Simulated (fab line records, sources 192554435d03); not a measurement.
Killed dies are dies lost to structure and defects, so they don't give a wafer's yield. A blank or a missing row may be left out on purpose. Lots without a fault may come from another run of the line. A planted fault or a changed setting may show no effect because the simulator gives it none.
Split-lot experiment | flow n5_finfet | 7 lots, 39 wafers read, on a route of 1938 steps

THE SPLIT
At N5_BEOL_M4_DESCUM_16 (chemistry O2, time 7 s), the setting time_s was moved away from the recipe's 7 s on 12 of the 39 wafers read, by -40.5% to +33.5%. The other wafers ran this setting at the recipe's value.

FROM THE SPLIT TO THE READING: what the file shows between them, 1 step
- N5_BEOL_M4_ETCH_74: etches underlayer in N2/H2, target depth 6.5 nm, time 5.2 s

THE READING
CAR-EUV_of_BEOL_M4_COAT_05.thk_nm (the simulator's own value, which no gauge read), in nm, at N5_BEOL_M4_ETCH_63 (etches SiARC in CF4, target depth 15.6 nm, time 26 s). The file gives no usual value for it. The 27 wafers here that ran the recipe average 11.1 nm, standard deviation 0.12 nm.

wafer  | tool, chamber at the split | time_s as run, s | against the recipe | CAR-EUV_of_BEOL_M4_COAT_05.thk_nm, nm | against lot-mates on the recipe
L074.1 | rie_diel-03, 0             | 4.586            | -34.5%             | 12.4                                  | +1.3
L074.4 | rie_diel-03, 2,3           | 4.586            | -34.5%             | 12.4                                  | +1.3
L074.5 | rie_diel-03, 2,3           | 4.586            | -34.5%             | 12.4                                  | +1.3
L074.2 | rie_diel-03, 3             | 7                | recipe             | 11.2                                  | -
L074.3 | rie_diel-03, 2,0           | 7                | recipe             | 11                                    | -
L074.6 | rie_diel-03, 2,0           | 7                | recipe             | 11                                    | -
L079.2 | rie_diel-06, 3,1           | 7                | recipe             | 11                                    | -
L079.5 | rie_diel-06, 3,1           | 7                | recipe             | 11.2                                  | -
L079.6 | rie_diel-06, 0             | 7                | recipe             | 11.2                                  | -
L086.1 | rie_diel-03, 0,1,3,1,0     | 7                | recipe             | 11.2                                  | -
L086.4 | rie_diel-03, 0,1,3,1,0     | 7                | recipe             | 11.2                                  | -
L086.6 | rie_diel-03, 0,1,3,1,0     | 7                | recipe             | 11.2                                  | -
L086.2 | rie_diel-03, 2             | 7                | recipe             | 11                                    | -
L086.3 | rie_diel-03, 0,1,3,1,0     | 7                | recipe             | 11.4                                  | -
L086.5 | rie_diel-03, 0,1,3,1,0     | 7                | recipe             | 11.4                                  | -
L090.1 | rie_diel-03, 3,2,1         | 7                | recipe             | 11                                    | -
L090.3 | rie_diel-03, 3,2,1         | 7                | recipe             | 11                                    | -
L090.5 | rie_diel-03, 3,2,1         | 7                | recipe             | 11                                    | -
L090.2 | rie_diel-03, 0,2           | 4.165            | -40.5%             | 12.4                                  | +1.4
L090.4 | rie_diel-03, 1             | 4.165            | -40.5%             | 12.4                                  | +1.4
L090.6 | rie_diel-03, 0,2           | 4.165            | -40.5%             | 12.4                                  | +1.4
L091.1 | rie_diel-05, 0             | 9.346            | +33.5%             | 9.8                                   | -1.2
L091.2 | rie_diel-05, 1,2           | 9.346            | +33.5%             | 10                                    | -1.0
L091.4 | rie_diel-05, 1,2           | 9.346            | +33.5%             | 10                                    | -1.0
L091.3 | rie_diel-05, 2,0,1         | 7                | recipe             | 11                                    | -
L091.5 | rie_diel-05, 2,0,1         | 7                | recipe             | 11                                    | -
L091.6 | rie_diel-05, 2,0,1         | 7                | recipe             | 11                                    | -
L092.1 | rie_diel-06, 2,1,3,0,3,0   | 7                | recipe             | 11.2                                  | -
L092.2 | rie_diel-06, 2,1,3,0,3,0   | 7                | recipe             | 11.2                                  | -
L092.3 | rie_diel-06, 2,1,3,0,3,0   | 7                | recipe             | 11.2                                  | -
L092.4 | rie_diel-06, 2,1,3,0,3,0   | 7                | recipe             | 11.2                                  | -
L092.5 | rie_diel-06, 2,1,3,0,3,0   | 7                | recipe             | 11.2                                  | -
L092.6 | rie_diel-06, 2,1,3,0,3,0   | 7                | recipe             | 11.2                                  | -
L093.1 | rie_diel-03, 0,2,1         | 7                | recipe             | 11.2                                  | -
L093.2 | rie_diel-03, 0,2,1         | 7                | recipe             | 11.2                                  | -
L093.4 | rie_diel-03, 0,2,1         | 7                | recipe             | 11.2                                  | -
L093.3 | rie_diel-03, 3             | 5.445            | -22.2%             | 12.2                                  | +1.0
L093.6 | rie_diel-03, 3             | 5.445            | -22.2%             | 12.2                                  | +1.0
L093.5 | rie_diel-03, 2             | 5.445            | -22.2%             | 12                                    | +0.8
Where a row lists several chambers, the file gives one row for several wafers and doesn't say which wafer went through which chamber.

THE FIT
A straight line over all 39 wafers: CAR-EUV_of_BEOL_M4_COAT_05.thk_nm changes by -0.0352 nm for each +1% of time_s; r = -0.98; the points scatter about the line by 0.13 nm.
The same after taking each lot's own level away (the mean of its wafers on the recipe; 39 wafers): -0.0354 nm for each +1%; r = -0.99; scatter 0.096 nm.
On that fit, the largest move of time_s shifts the reading by 1.4 nm.
The lots' own levels span 11.00 to 11.23 nm, that is 2.0 times the standard deviation above.
So the lot-to-lot level changes the slope little: the two slopes agree.
Check: with one of the wafers moved furthest among these (-40.5%) left out of the fit, the line predicts +1.47 nm for it against its lot-mates. It came out at +1.4 nm against them.

OTHER SPLITS ON THESE WAFERS
These wafers also went through other splits before the reading. Each is held against what the fit with the lots' levels taken away leaves over:
other split on the same wafers                    | wafers away from the commonest value | r with CAR-EUV_of_BEOL_M4_COAT_05.thk_nm (lot level and that fit taken away)
N5_PMOS_HMC_CHANNEL_EPI_DEVELOP_08 develop_time_s | 12                                   | -0.15
N5_SD_EPI_N_ETCH_16 target_depth_a                | 15                                   | -0.06
N5_BEOL_M0_SAQP_ETCH_106 target_depth_a           | 15                                   | -0.03
N5_BEOL_M3_PECVD_72 time_s                        | 12                                   | +0.06

THE WHOLE CHAIN: every reading that the file lists as answering this split, in the file's order
step                 | what it does                                                | reading                                                                            | change (the file's fit)                | r (the file's)
N5_BEOL_M4_DESCUM_16 | chemistry O2, time 7 s                                      | CAR-EUV_of_BEOL_M4_COAT_05.thk_nm (the simulator's own value, which no gauge read) | -0.0332 nm for each +1% of the setting | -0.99
N5_BEOL_M4_ETCH_74   | etches underlayer in N2/H2, target depth 6.5 nm, time 5.2 s | CAR-EUV_of_BEOL_M4_COAT_05.thk_nm (the simulator's own value, which no gauge read) | -0.0349 nm for each +1% of the setting | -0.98
N5_BEOL_M4_ETCH_63   | etches SiARC in CF4, target depth 15.6 nm, time 26 s        | CAR-EUV_of_BEOL_M4_COAT_05.thk_nm (the simulator's own value, which no gauge read) | -0.0358 nm for each +1% of the setting | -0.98

THE FILE'S OWN FIT
CAR-EUV_of_BEOL_M4_COAT_05.thk_nm changes by -0.0358 nm for each +1% of time_s, r = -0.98.
